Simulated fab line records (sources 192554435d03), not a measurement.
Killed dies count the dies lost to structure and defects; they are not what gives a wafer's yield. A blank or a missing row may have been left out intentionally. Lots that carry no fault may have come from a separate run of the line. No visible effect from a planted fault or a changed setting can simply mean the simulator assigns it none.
Matching of chambers || flow n5-finfet || N5_BEOL_M2_ETCH_63 on rie-diel-04: 4 sister chambers
The step etches SiARC in CF4, target depth 15.6 nm, time 26 s. 4 wafers are shown with their chamber, then 11 later ones without.

WAFERS PAIRED WITH THEIR CHAMBERS
{"wafer": "L086.1", "chamber": 2, "throttle-valve-pct (%)": 15.94}
{"wafer": "L086.3", "chamber": 1, "throttle-valve-pct (%)": 15.38}
{"wafer": "L086.4", "chamber": 3, "throttle-valve-pct (%)": 15.80}
{"wafer": "L087.2", "chamber": 0, "throttle-valve-pct (%)": 15.66}

WAFERS WHOSE CHAMBER IS MISSING
{"wafer": "L087.3", "throttle-valve-pct (%)": 15.80}
{"wafer": "L087.4", "throttle-valve-pct (%)": 15.38}
{"wafer": "L094.1", "throttle-valve-pct (%)": 15.45}
{"wafer": "L094.2", "throttle-valve-pct (%)": 15.44}
{"wafer": "L094.5", "throttle-valve-pct (%)": 15.43}
{"wafer": "L095.2", "throttle-valve-pct (%)": 15.68}
{"wafer": "L095.3", "throttle-valve-pct (%)": 15.45}
{"wafer": "L095.5", "throttle-valve-pct (%)": 15.44}
{"wafer": "L097.2", "throttle-valve-pct (%)": 15.43}
{"wafer": "L097.3", "throttle-valve-pct (%)": 15.86}
{"wafer": "L097.6", "throttle-valve-pct (%)": 15.70}

EACH ONE'S CHAMBER
{"wafer": "L087.3", "from the rows above": 3, "in truth": 3}
{"wafer": "L087.4", "from the rows above": 1, "in truth": 1}
{"wafer": "L094.1", "from the rows above": 1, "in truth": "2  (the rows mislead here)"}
{"wafer": "L094.2", "from the rows above": 1, "in truth": 1}
{"wafer": "L094.5", "from the rows above": 1, "in truth": 1}
{"wafer": "L095.2", "from the rows above": "can't be placed: 0 or 3", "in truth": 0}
{"wafer": "L095.3", "from the rows above": 1, "in truth": 1}
{"wafer": "L095.5", "from the rows above": 1, "in truth": 1}
{"wafer": "L097.2", "from the rows above": 1, "in truth": 1}
{"wafer": "L097.3", "from the rows above": "can't be placed: 3 or 2", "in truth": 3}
{"wafer": "L097.6", "from the rows above": "can't be placed: 0 or 3", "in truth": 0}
Correct placement for 7 of the 11. Can't be placed from these rows: 3 (the true chamber is among the candidates in 3). Wrongly placed: 1.
How it was worked out, from the rows above alone: a wafer's distance from a chamber is the root of the sum, over the readings, of the square of ((its reading less the chamber's mean) divided by the reading's scatter). The wafer belongs to the nearest chamber; if the next one is less than 2 further off, it can't be placed. For every chamber, the mean is computed from those of its wafers that are shown. The scatter: with one shown wafer a chamber, the root of the mean of the squares of how far each hidden wafer lies from its nearest shown one.
